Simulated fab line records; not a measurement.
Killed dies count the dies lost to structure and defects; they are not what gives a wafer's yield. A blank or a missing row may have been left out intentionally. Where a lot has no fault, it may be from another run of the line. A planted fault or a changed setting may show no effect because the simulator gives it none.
fab line records	flow nandHarc
record lots=12	wafers=36	lastDay=34
route steps=1302 shown P_M1@301 END@1302
lots that met no fault: taken from a fault-free run of the same line
startH: the number of hours between the record's first day and the start of the first shown wafer of the lot	waitH: hours since the lot's step before	" same as the row above	L1.1+2: a single row standing in for several wafers	- no value present, or no start provided	* or withheld: withheld	< > ~ a bound
route shown NAME@n: names a module that has steps shown in the file, with the first one's number in the route	usual: mean and standard deviation over wafers with no fault	same: alike in all rows	chamber/n: place in a boat	sites: the reading at each site	_std_site: their standard deviation	_edge_site: inner sites' mean taken away from outer sites' mean	radiusMm: how far each site lies from the wafer's centre	mask NAME#n: copy n	behind: the tool/chamber that last shaped the wafer	hold: why the lot was held/for how many hours/how that ended	device: whichever transistor did not switch (one of n, p or np)	end of line: the same wafers' tests at the end of the route	a step with no rows: only its recipe	killed: dies that structure and defects cost at the first sort, which is not the same as the wafer's yield	map: per-die view of a wafer (x killed, . not killed, _ where there is no die)
set.NAME: the setting the step ran with; set.NAME@STEP: the setting that earlier step ran with	model.NAME: the simulator's own value behind a step, which no gauge read
route steps across a sampled set of lots; one table per step, one row per wafer
services: from which hour (startH, from the record's first day; less than 0 if before it) a tool's chamber was out of use, for how many hours, and why
## steps
# step NHARC_P_M1_CD_MEAS_16
# usual cdNm=129.7/0.6
lot.wafer	tool	chamber	startH	waitH	cdNm
L836.1	cdSem-03	-	124.27	-	129.8
L836.3	"	-	"	"	130.4
L836.5	"	-	"	"	128.9
L837.1	cdSem-02	-	139.67	-	130.6
L837.2	"	-	"	"	129.8
L837.4	"	-	"	"	130.7
L838.1	cdSem-01	-	158.01	-	130.0
L838.4	"	-	"	"	130.7
L838.5	"	-	"	"	130.0
L844.1	cdSem-01	-	210.23	-	130.1
L844.2	"	-	"	"	130.3
L844.3	"	-	"	"	129.7
L846.3	cdSem-02	-	227.97	-	129.9
L846.4	"	-	"	"	129.1
L846.6	"	-	"	"	129.6
L853.1	cdSem-03	-	297.55	-	128.9
L853.2	"	-	"	"	130.1
L853.4	"	-	"	"	129.9
L854.3	cdSem-02	-	303.93	-	129.5
L854.4	"	-	"	"	129.9
L854.5	"	-	"	"	129.5
L856.2	cdSem-01	-	319.49	-	130.1
L856.3	"	-	"	"	130.0
L856.4	"	-	"	"	129.0
L855.2	cdSem-02	-	320.23	-	130.3
L855.3	"	-	"	"	130.9
L855.5	"	-	"	"	130.5
L857.1	cdSem-01	-	331.75	-	128.8
L857.2	"	-	"	"	130.7
L857.3	"	-	"	"	130.1
L858.1	cdSem-02	-	344.44	-	128.8
L858.2	"	-	"	"	128.9
L858.5	"	-	"	"	129.5
L859.2	cdSem-01	-	358.22	-	129.6
L859.4	"	-	"	"	130.6
L859.6	"	-	"	"	129.4
# step NHARC_P_M1_DEGAS_29
# recipe tempC=250	timeS=60
# usual heaterPowerW=362/26
lot.wafer	tool	chamber	startH	waitH	heaterPowerW
L836.1	pvdSputter-01	-	125.00	-	336
L836.3	"	-	"	"	349
L836.5	"	-	"	"	388
L837.2	pvdSputter-01	-	140.38	-	408
L837.4	"	-	"	"	324
L837.1	"	-	"	"	348
L838.1	pvdSputter-02	-	158.77	-	391
L838.4	"	-	"	"	320
L838.5	"	-	"	"	371
L844.2	pvdSputter-01	-	211.02	-	385
L844.1	"	-	"	"	412
L844.3	"	-	"	"	326
L846.4	pvdSputter-03	-	228.68	-	361
L846.3	"	-	"	"	357
L846.6	"	-	"	"	374
L853.2	pvdSputter-03	-	298.27	-	375
L853.1	"	-	"	"	364
L853.4	"	-	"	"	381
L854.3	pvdSputter-02	-	304.64	-	378
L854.4	"	-	"	"	324
L854.5	"	-	"	"	314
L856.2	pvdSputter-01	-	320.19	-	378
L856.3	"	-	"	"	338
L856.4	"	-	"	"	321
L855.3	pvdSputter-02	-	321.00	-	376
L855.2	"	-	"	"	373
L855.5	"	-	"	"	365
L857.3	pvdSputter-01	-	332.48	-	323
L857.1	"	-	"	"	372
L857.2	"	-	"	"	345
L858.1	pvdSputter-01	-	345.23	-	400
L858.2	"	-	"	"	315
L858.5	"	-	"	"	370
L859.2	pvdSputter-01	-	359.00	-	395
L859.4	"	-	"	"	378
L859.6	"	-	"	"	329
# step NHARC_P_M1_ECD_22
# recipe targetThkA=4000	bathTempC=25	material=Cu
# usual bathTempC=25.00/0.098
lot.wafer	tool	chamber	startH	waitH	bathTempC
L836.1	ecdCu-02	1	125.41	-	24.92
L836.3	"	0	"	"	24.98
L836.5	"	0	"	"	24.98
L837.1	ecdCu-02	1	140.74	-	25.05
L837.2	"	0	"	"	25.07
L837.4	"	1	"	"	25.10
L838.1	ecdCu-02	1	159.17	-	24.77
L838.4	"	0	"	"	24.99
L838.5	"	1	"	"	24.90
L844.1	ecdCu-02	1	211.40	-	25.04
L844.2	"	0	"	"	24.95
L844.3	"	0	"	"	25.02
L846.4	ecdCu-02	1	229.14	-	25.15
L846.3	"	0	"	"	25.01
L846.6	"	0	"	"	24.96
L853.1	ecdCu-01	1	298.63	-	25.01
L853.2	"	0	"	"	24.92
L853.4	"	1	"	"	24.98
L854.4	ecdCu-01	0	305.10	-	25.06
L854.3	"	1	"	"	24.90
L854.5	"	0	"	"	25.01
L856.2	ecdCu-02	1	320.60	-	25.00
L856.3	"	0	"	"	25.03
L856.4	"	1	"	"	25.04
L855.2	ecdCu-02	1	321.41	-	25.12
L855.3	"	1	"	"	25.06
L855.5	"	1	"	"	24.83
L857.1	ecdCu-02	0	332.83	-	24.87
L857.2	"	1	"	"	25.00
L857.3	"	0	"	"	24.83
L858.2	ecdCu-01	1	345.58	-	25.08
L858.1	"	0	"	"	24.89
L858.5	"	0	"	"	24.98
L859.2	ecdCu-02	1	359.36	-	25.11
L859.4	"	1	"	"	25.13
L859.6	"	0	"	"	25.07
# step NHARC_P_M1_CMP_23
# recipe tOverpolishS=20	targetThkNm=157.82
# usual motorCurrentA=12.4/1.6	retainingRingPressureFrac=1.000/0.0051	timeToEndpointS=27.9/2.2
lot.wafer	tool	chamber	startH	waitH	motorCurrentA	retainingRingPressureFrac	timeToEndpointS
L836.1	cmp-04	2	126.13	-	10.6	1.004	28.7
L836.3	"	0	"	"	12.5	0.996	29.5
L836.5	"	1	"	"	12.4	1.001	27.0
L837.2	cmp-01	2	141.46	-	14.8	1.001	24.4
L837.4	"	0	"	"	10.5	1.002	22.9
L837.1	"	1	"	"	12.1	1.011	26.2
L838.1	cmp-01	0	159.87	-	10.2	1.004	25.5
L838.4	"	1	"	"	12.5	1.003	27.4
L838.5	"	0	"	"	10.7	1.003	28.0
L844.1	cmp-01	0	212.15	-	10.6	1.001	25.5
L844.3	"	1	"	"	12.6	1.002	47.7
L844.2	"	2	"	"	14.5	1.002	45.8
L846.4	cmp-02	0	229.84	-	11.0	0.997	27.0
L846.3	"	1	"	"	11.7	0.999	44.0
L846.6	"	2	"	"	11.1	1.001	46.3
L853.4	cmp-01	3	299.36	-	14.4	0.998	28.1
L853.1	"	1	"	"	12.3	1.004	28.7
L853.2	"	2	"	"	14.6	0.991	28.9
L854.4	cmp-01	2	305.78	-	14.5	0.994	27.3
L854.3	"	3	"	"	15.2	1.006	28.5
L854.5	"	2	"	"	14.8	0.992	28.1
L856.4	cmp-02	0	321.27	-	11.7	0.998	25.3
L856.2	"	1	"	"	11.6	1.003	26.6
L856.3	"	2	"	"	10.6	0.999	25.1
L855.2	cmp-02	2	322.11	-	11.2	0.997	25.6
L855.3	"	0	"	"	11.3	0.989	25.6
L855.5	"	1	"	"	11.4	0.988	24.7
L857.2	cmp-01	3	333.55	-	14.3	1.003	26.7
L857.1	"	0	"	"	10.5	1.002	26.2
L857.3	"	1	"	"	12.1	1.002	26.3
L858.1	cmp-04	3	346.34	-	10.5	0.995	28.5
L858.2	"	0	"	"	11.9	0.997	23.5
L858.5	"	3	"	"	10.3	0.991	28.2
L859.4	cmp-01	2	360.08	-	13.8	0.995	32.7
L859.2	"	1	"	"	12.5	1.001	30.6
L859.6	"	2	"	"	15.4	1.002	30.5
# step NHARC_P_M1_INSPECT_27
# usual rawDefectCount=330/120
lot.wafer	tool	chamber	startH	waitH	rawDefectCount
L836.1	defectInspect-01	-	126.58	0.0	458
L836.3	"	-	"	"	447
L836.5	"	-	"	"	269
L837.1	defectInspect-02	-	141.94	0.0	257
L837.2	"	-	"	"	224
L837.4	"	-	"	"	271
L838.1	defectInspect-02	-	160.34	0.0	337
L838.4	"	-	"	"	345
L838.5	"	-	"	"	286
L844.1	defectInspect-02	-	212.60	0.0	285
L844.2	"	-	"	"	347
L844.3	"	-	"	"	314
L846.3	defectInspect-02	-	230.26	0.0	299
L846.4	"	-	"	"	386
L846.6	"	-	"	"	218
L853.1	defectInspect-02	-	299.83	0.0	419
L853.2	"	-	"	"	457
L853.4	"	-	"	"	415
L854.3	defectInspect-02	-	306.22	0.0	301
L854.4	"	-	"	"	296
L854.5	"	-	"	"	477
L856.2	defectInspect-02	-	321.75	0.0	294
L856.3	"	-	"	"	396
L856.4	"	-	"	"	399
L855.2	defectInspect-02	-	322.56	0.0	363
L855.3	"	-	"	"	243
L855.5	"	-	"	"	179
L857.1	defectInspect-02	-	334.03	0.0	287
L857.2	"	-	"	"	240
L857.3	"	-	"	"	227
L858.1	defectInspect-02	-	346.81	0.0	409
L858.2	"	-	"	"	401
L858.5	"	-	"	"	252
L859.2	defectInspect-02	-	360.55	0.0	279
L859.4	"	-	"	"	419
L859.6	"	-	"	"	459
# step NHARC_END_SORT_01
# recipe tempC=25
# usual defectLimitedYield=91/3.4	killedAtArray=54/23	killedAtOther=1.2/1.5	killedAtPeriphery=3.9/2.5	killedDies=59/23	killedOpen=3.2/1.7	killedShort=2.4/1.6	sort_bin_2_pct=3.0/1.4	sort_bin_3_pct=0.7/0.45	sort_bin_4_pct=5.0/1.9	sortNPass=618/23	sortRimYieldPct=92/3.8	sortYieldPct=91/3.4
# same grossDies=677	sort_bin_5_pct[%]=0	sort_bin_6_pct[%]=0	sort_bin_7_pct[%]=0	sort_bin_8_pct[%]=0	sortRimNGross=106.00
lot.wafer	tool	chamber	startH	waitH	defectLimitedYield[%]	killedAtArray	killedAtOther	killedAtPeriphery	killedDies	killedOpen	killedShort	sort_bin_2_pct[%]	sort_bin_3_pct[%]	sort_bin_4_pct[%]	sortNPass	sortRimYieldPct[%]	sortYieldPct[%]
L844.1	prober-01	0	649.45	2.5	94	28	6	6	40	3	0	2.4	0.3	3.2	637	95	94
L844.2	prober-01	0	650.24	2.8	95	26	5	4	35	2	5	1.6	0.6	3.0	642	92	95
L844.3	prober-01	0	651.03	3.1	95	27	3	4	34	4	2	2.4	0.6	2.1	643	94	95
L846.3	prober-02	0	660.50	3.1	88	76	1	1	78	4	4	5.2	0.7	5.6	599	93	88
L846.4	prober-02	0	661.30	3.4	89	74	0	0	74	0	3	3.7	0.7	6.5	603	90	89
L846.6	prober-02	0	662.90	4.0	87	82	1	2	85	7	4	4.6	1.2	6.8	592	89	87
L854.3	prober-02	0	750.52	3.2	88	75	1	3	79	1	0	4.0	1.2	6.5	598	93	88
L854.4	prober-02	0	751.34	3.5	87	82	0	4	86	2	3	5.0	0.9	6.8	591	92	87
L854.5	prober-02	0	752.15	3.8	87	83	0	3	86	3	2	4.7	0.4	7.5	591	92	87
L857.1	prober-01	0	771.00	2.5	91	53	2	3	58	3	4	2.7	0.3	5.6	619	92	91
L857.2	prober-01	0	771.80	2.8	92	54	0	3	57	2	4	2.4	0.4	5.6	620	90	92
L857.3	prober-01	0	772.60	3.1	93	42	0	6	48	6	3	2.2	0.1	4.7	629	89	93
L856.2	prober-02	0	771.84	2.8	91	58	0	5	63	4	1	4.0	0.4	4.9	614	92	91
L856.3	prober-02	0	772.64	3.1	93	43	1	3	47	1	2	3.1	0.6	3.2	630	91	93
L856.4	prober-02	0	773.44	3.4	94	41	0	3	44	3	1	2.2	1.2	3.1	633	94	94
L859.2	prober-02	0	807.05	2.8	90	66	0	0	66	1	3	4.3	0.4	5.0	611	92	90
L859.4	prober-02	0	808.66	3.4	92	52	1	0	53	1	2	2.8	0.4	4.6	624	90	92
L859.6	prober-02	0	810.27	4.0	90	63	0	3	66	2	0	3.4	0.9	5.5	611	89	90
# killed by level:class
L844.1 A_CHANNEL_HOLE_D2:chamberFilmFlake=13 THIN_TSV:chamberFilmFlake=5 A_CHANNEL_HOLE_D1:chamberFilmFlake=4 A_CONTACT:chamberFilmFlake=3 P_ZERO_WELL:chamberFilmFlake=2 P_GATE:chamberFilmFlake=2 P_BONDPAD:chamberFilmFlake=2 A_CHANNEL_FILL_D1:chamberFilmFlake=2
L844.2 A_CHANNEL_HOLE_D2:chamberFilmFlake=10 THIN_TSV:chamberFilmFlake=5 A_CONTACT:chamberFilmFlake=4 A_CHANNEL_HOLE_D1:chamberFilmFlake=3 A_STAIRCASE:chamberFilmFlake=3 P_GATE:chamberFilmFlake=2 P_CONTACT:geometricParticle:open=1 P_M1:geometricParticle:open=1
L844.3 A_CHANNEL_HOLE_D2:chamberFilmFlake=9 A_CHANNEL_HOLE_D1:chamberFilmFlake=5 A_CONTACT:chamberFilmFlake=5 THIN_TSV:chamberFilmFlake=3 A_SLIT:chamberFilmFlake=2 P_STI:geometricParticle:open=1 P_M0:geometricParticle:open=1 A_ONON_D1:geometricParticle:short=1
L846.3 A_CHANNEL_HOLE_D1:chamberFilmFlake=32 A_SLIT:chamberFilmFlake=27 A_CHANNEL_HOLE_D2:chamberFilmFlake=3 A_CHANNEL_HOLE_D2:geometricParticle:short=2 A_ZERO_WELL:chamberFilmFlake=2 A_DECK1_JOINT:chamberFilmFlake=2 A_CONTACT:chamberFilmFlake=2 P_M1:geometricParticle:open=1
L846.4 A_CHANNEL_HOLE_D1:chamberFilmFlake=38 A_SLIT:chamberFilmFlake=23 A_CHANNEL_HOLE_D2:chamberFilmFlake=4 A_ZERO_WELL:chamberFilmFlake=3 A_CONTACT:chamberFilmFlake=2 A_DECK1_JOINT:geometricParticle:short=1 A_ONON_D2:geometricParticle:short=1 A_WL_FILL:geometricParticle:short=1
L846.6 A_CHANNEL_HOLE_D1:chamberFilmFlake=34 A_SLIT:chamberFilmFlake=29 A_M0:geometricParticle:open=3 A_ONON_D2:geometricParticle:short=2 A_ZERO_WELL:chamberFilmFlake=2 A_CHANNEL_FILL_D2:chamberFilmFlake=2 P_M0:geometricParticle:open=1 A_CHANNEL_FILL_D1:geometricParticle:short=1
L854.3 A_CHANNEL_HOLE_D1:chamberFilmFlake=32 A_CHANNEL_HOLE_D2:chamberFilmFlake=25 A_SLIT:chamberFilmFlake=7 A_CONTACT:chamberFilmFlake=7 A_STAIRCASE:chamberFilmFlake=3 P_BONDPAD:chamberFilmFlake=2 P_M1:geometricParticle:open=1 A_BONDPAD:chamberFilmFlake=1
L854.4 A_CHANNEL_HOLE_D1:chamberFilmFlake=39 A_CHANNEL_HOLE_D2:chamberFilmFlake=17 A_CONTACT:chamberFilmFlake=11 A_SLIT:chamberFilmFlake=6 P_M0:chamberFilmFlake=2 A_WL_FILL:chamberFilmFlake=2 P_CONTACT:geometricParticle:open=1 A_CHANNEL_FILL_D1:geometricParticle:short=1
L854.5 A_CHANNEL_HOLE_D1:chamberFilmFlake=38 A_CHANNEL_HOLE_D2:chamberFilmFlake=23 A_SLIT:chamberFilmFlake=8 A_CONTACT:chamberFilmFlake=4 A_STAIRCASE:chamberFilmFlake=3 A_SGD_CUT:chamberFilmFlake=2 P_STI:geometricParticle:open=1 P_GATE:geometricParticle:open=1
L857.1 A_CHANNEL_HOLE_D2:chamberFilmFlake=27 A_CHANNEL_HOLE_D1:chamberFilmFlake=9 A_CONTACT:chamberFilmFlake=6 A_SLIT:chamberFilmFlake=5 A_WL_FILL:geometricParticle:short=2 P_M0:geometricParticle:short=1 P_M1:geometricParticle:open=1 A_DECK1_JOINT:geometricParticle:open=1
L857.2 A_CHANNEL_HOLE_D2:chamberFilmFlake=20 A_CHANNEL_HOLE_D1:chamberFilmFlake=11 A_SLIT:chamberFilmFlake=9 A_CONTACT:chamberFilmFlake=7 A_CHANNEL_FILL_D2:geometricParticle:short=2 P_GATE:geometricParticle:open=1 A_SOURCE_PLATE:geometricParticle:short=1 A_SOURCE_PLATE:geometricParticle:open=1
L856.2 A_CHANNEL_HOLE_D2:chamberFilmFlake=21 A_SLIT:chamberFilmFlake=12 A_CONTACT:chamberFilmFlake=8 A_CHANNEL_HOLE_D1:chamberFilmFlake=7 A_ONON_D1:geometricParticle:open=2 P_GATE:chamberFilmFlake=2 A_CHANNEL_FILL_D1:chamberFilmFlake=2 A_STAIRCASE:chamberFilmFlake=2
L857.3 A_CHANNEL_HOLE_D2:chamberFilmFlake=17 A_SLIT:chamberFilmFlake=9 A_CHANNEL_HOLE_D1:chamberFilmFlake=6 P_M1:chamberFilmFlake=3 A_CHANNEL_FILL_D2:chamberFilmFlake=2 P_CONTACT:geometricParticle:open=1 P_CONTACT:geometricParticle:short=1 A_ONON_D1:geometricParticle:short=1
L856.3 A_CHANNEL_HOLE_D2:chamberFilmFlake=17 A_SLIT:chamberFilmFlake=8 A_CHANNEL_HOLE_D1:chamberFilmFlake=5 A_SGD_CUT:chamberFilmFlake=5 A_CONTACT:chamberFilmFlake=3 A_CHANNEL_FILL_D2:geometricParticle:short=2 P_GATE:chamberFilmFlake=2 A_CHANNEL_FILL_D2:geometricParticle:open=1
L856.4 A_CHANNEL_HOLE_D2:chamberFilmFlake=21 A_CHANNEL_HOLE_D1:chamberFilmFlake=6 A_SGD_CUT:chamberFilmFlake=4 A_CONTACT:chamberFilmFlake=4 P_M1:chamberFilmFlake=2 A_SLIT:chamberFilmFlake=2 A_CHANNEL_HOLE_D1:geometricParticle:short=1 A_ONON_D2:geometricParticle:open=1
L859.2 A_CHANNEL_HOLE_D2:chamberFilmFlake=31 A_SLIT:chamberFilmFlake=12 A_CONTACT:chamberFilmFlake=8 A_CHANNEL_FILL_D2:chamberFilmFlake=2 A_STAIRCASE:chamberFilmFlake=2 A_SGD_CUT:chamberFilmFlake=2 A_M1:chamberFilmFlake=2 A_DECK1_JOINT:geometricParticle:short=1
L859.4 A_CHANNEL_HOLE_D2:chamberFilmFlake=22 A_SLIT:chamberFilmFlake=9 A_CONTACT:chamberFilmFlake=8 A_SGD_CUT:chamberFilmFlake=3 A_BONDPAD:chamberFilmFlake=3 A_CHANNEL_FILL_D1:chamberFilmFlake=2 A_CHANNEL_FILL_D2:geometricParticle:short=1 A_WL_FILL:geometricParticle:short=1
L859.6 A_CHANNEL_HOLE_D2:chamberFilmFlake=28 A_SLIT:chamberFilmFlake=11 A_CONTACT:chamberFilmFlake=11 A_BONDPAD:chamberFilmFlake=5 A_WL_FILL:chamberFilmFlake=3 P_GATE:chamberFilmFlake=2 A_SGD_CUT:chamberFilmFlake=2 P_CONTACT:geometricParticle:open=1
## services
tool	chamber	startH	hours	kind
ecdCu-01	-	101.66	2.8	repair
pvdSputter-02	-	108.52	10.0	pm
cmp-04	-	111.00	4.0	pm
cmp-01	-	128.26	0.3	repair
cmp-02	-	134.50	4.0	pm
cmp-02	-	142.34	5.7	repair
ecdCu-02	-	144.49	1.1	repair
ecdCu-01	-	160.00	8.0	pm
cmp-01	-	185.59	4.0	pm
cmp-02	-	199.99	13.0	repair
cmp-01	-	212.35	9.5	repair
pvdSputter-01	-	226.09	10.0	pm
cmp-02	-	232.50	4.0	pm
ecdCu-02	-	244.00	8.0	pm
ecdCu-01	-	261.69	1.3	repair
cmp-01	-	283.59	4.0	pm
pvdSputter-02	-	286.53	10.0	pm
ecdCu-02	-	290.82	3.7	repair
cmp-02	-	310.13	0.5	repair
cmp-02	-	324.33	2.4	repair
cmp-02	-	330.50	4.0	pm
ecdCu-01	-	336.00	8.0	pm
cmp-02	-	339.13	1.5	repair
cmp-02	-	356.38	6.5	repair
## key
firstSign step=NHARC_P_M1_CMP_23	reading=timeToEndpointS	direction=up	sigmas=8.2	usual=*	struck=*
effect none on later readings
metAt NHARC_P_M1_ECD_22
struckLots L844,L846
struckWafers L844.2,L844.3,L846.3,L846.6
notActingAt NHARC_P_M1_CD_MEAS_16,NHARC_P_M1_DEGAS_29,NHARC_P_M1_INSPECT_27
onsetBetween 159.17 211.40
fault kind=processParameterDrift	tool=ecdCu-02	chamber=0	onsetH=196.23	steps=NHARC_P_M1_ECD_22	channel=targetThkA	offset=*	shape=step	endH=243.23	actsIn=*	stated=*
